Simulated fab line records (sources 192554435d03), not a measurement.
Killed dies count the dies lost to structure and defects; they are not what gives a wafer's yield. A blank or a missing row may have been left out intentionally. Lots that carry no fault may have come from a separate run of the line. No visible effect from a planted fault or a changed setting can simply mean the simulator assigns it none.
Chamber matching / flow n5-finfet / 4 sister chambers for N5_BEOL_M12_DESCUM_33 on rie-diel-05
The step chemistry O2, time 7.9 s. 4 wafers are shown with their chamber, then 7 later ones without.

## WAFERS WITH THEIR CHAMBER
wafer=L087.2; chamber=3; drypump-motor-current-A (A)=5.7
wafer=L087.6; chamber=2; drypump-motor-current-A (A)=6.5
wafer=L094.2; chamber=0; drypump-motor-current-A (A)=5.5
wafer=L094.3; chamber=1; drypump-motor-current-A (A)=5.5

## WAFERS MISSING THEIR CHAMBER
wafer=L094.6; drypump-motor-current-A (A)=5.7
wafer=L089.3; drypump-motor-current-A (A)=5.4
wafer=L089.4; drypump-motor-current-A (A)=5.7
wafer=L089.5; drypump-motor-current-A (A)=6.5
wafer=L096.1; drypump-motor-current-A (A)=6.5
wafer=L096.2; drypump-motor-current-A (A)=5.5
wafer=L096.5; drypump-motor-current-A (A)=5.7

## WHICH CHAMBER EACH ONE RAN IN
wafer=L094.6; from the rows above=3; in truth=3
wafer=L089.3; from the rows above=can't be placed: 0 or 1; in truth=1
wafer=L089.4; from the rows above=3; in truth=3
wafer=L089.5; from the rows above=2; in truth=2
wafer=L096.1; from the rows above=2; in truth=2
wafer=L096.2; from the rows above=can't be placed: 0 or 1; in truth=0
wafer=L096.5; from the rows above=3; in truth=3
Placed correctly: 5 of 7. Can't be placed from these rows: 2 (the true chamber is among the candidates in 2). Number placed wrongly: 0.
How it was worked out, from the rows above alone: a wafer's distance from a chamber is the root of the sum, over the readings, of the square of ((its reading less the chamber's mean) divided by the reading's scatter). The wafer belongs to the nearest chamber; if the next one is less than 2 further off, it can't be placed. A chamber's mean is the mean of its shown wafers. The scatter: with one shown wafer a chamber, the root of the mean of the squares of how far each hidden wafer lies from its nearest shown one.
